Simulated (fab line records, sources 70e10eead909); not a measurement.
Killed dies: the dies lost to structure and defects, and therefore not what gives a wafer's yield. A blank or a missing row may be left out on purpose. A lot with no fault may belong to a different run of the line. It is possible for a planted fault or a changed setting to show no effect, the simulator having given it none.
3 desks looking at one fault    flow nand-harc    each desk has only its own numbers; what lay behind them comes last

## AT THE METROLOGY DESK
What the gauges read, lot by lot, whatever tool the lot ran on: means of the sampled wafers that have a number. Marked OUT: a lot whose mean sits more than 4 standard deviations from the usual mean, which makes it out of limits; the brackets give that distance.
Columns: A = cd-nm at NHARC_P_M2_CD_MEAS_09, usual 170.0 nm; B = overlay-x-nm at NHARC_P_M2_OVL_MEAS_10, usual 0.2 nm; C = overlay-y-nm at NHARC_P_M2_OVL_MEAS_10, usual -0.4 nm; D = cd-nm at NHARC_P_M2_CD_MEAS_16, usual 170.0 nm
lot   first seen here  A      B     C     D
L860  day 6 20:23      169.7  -0.2  0.9   169.9
L865  day 9 01:49      170.1  -1.1  -0.3  169.9
L873  day 12 09:52     169.6  -0.8  -0.2  169.4
L878  day 14 14:50     170.4  0.3   -0.9  170.9
L882  day 15 22:34     170.5  0.2   0.1   170.6
This desk's finding: nothing out of limits on any of the 5 lots.

## TOOL OWNER'S DESK, pvd-sputter-02
The tool's own readings at NHARC_P_M2_PVD_20 (deposits TaN, target thk 5 nm, time 8.06 s): means of the sampled wafers that have a number, for each lot that ran on this tool. Marked OUT: a lot whose mean sits more than 4 standard deviations from the usual mean, which makes it out of limits; the brackets give that distance.
Columns: A = bias-v at NHARC_P_M2_PVD_20, usual 168.7 V; B = throttle-valve-pct at NHARC_P_M2_PVD_20, usual 30.3 %
lot   first seen here  A      B
L860  day 6 21:46      169.1  29.5
L873  day 12 11:12     170.2  29.1
This desk's finding: nothing out of limits on any of the 2 lots.

## THE DEFECT DESK
Per lot, the means of the sampled wafers with a number show what the inspections along the route counted. Marked OUT: a lot whose mean sits more than 4 standard deviations from the usual mean, which makes it out of limits; the brackets give that distance.
Columns: A = raw-defect-count at NHARC_P_M2_INSPECT_11, usual 5
lot   first seen here  A
L860  day 6 20:31      2
L865  day 9 01:56      3
L873  day 12 10:00     1
L878  day 14 14:58     2
L882  day 15 22:41     5
This desk's finding: nothing out of limits on any of the 5 lots.

## ALL TOGETHER
From the metrology desk's view, nothing was out of limits.
Nothing out of limits was seen by the tool owner's desk.
Nothing the defect desk looked at was out of limits.

## WHAT THE SIMULATOR PUT IN
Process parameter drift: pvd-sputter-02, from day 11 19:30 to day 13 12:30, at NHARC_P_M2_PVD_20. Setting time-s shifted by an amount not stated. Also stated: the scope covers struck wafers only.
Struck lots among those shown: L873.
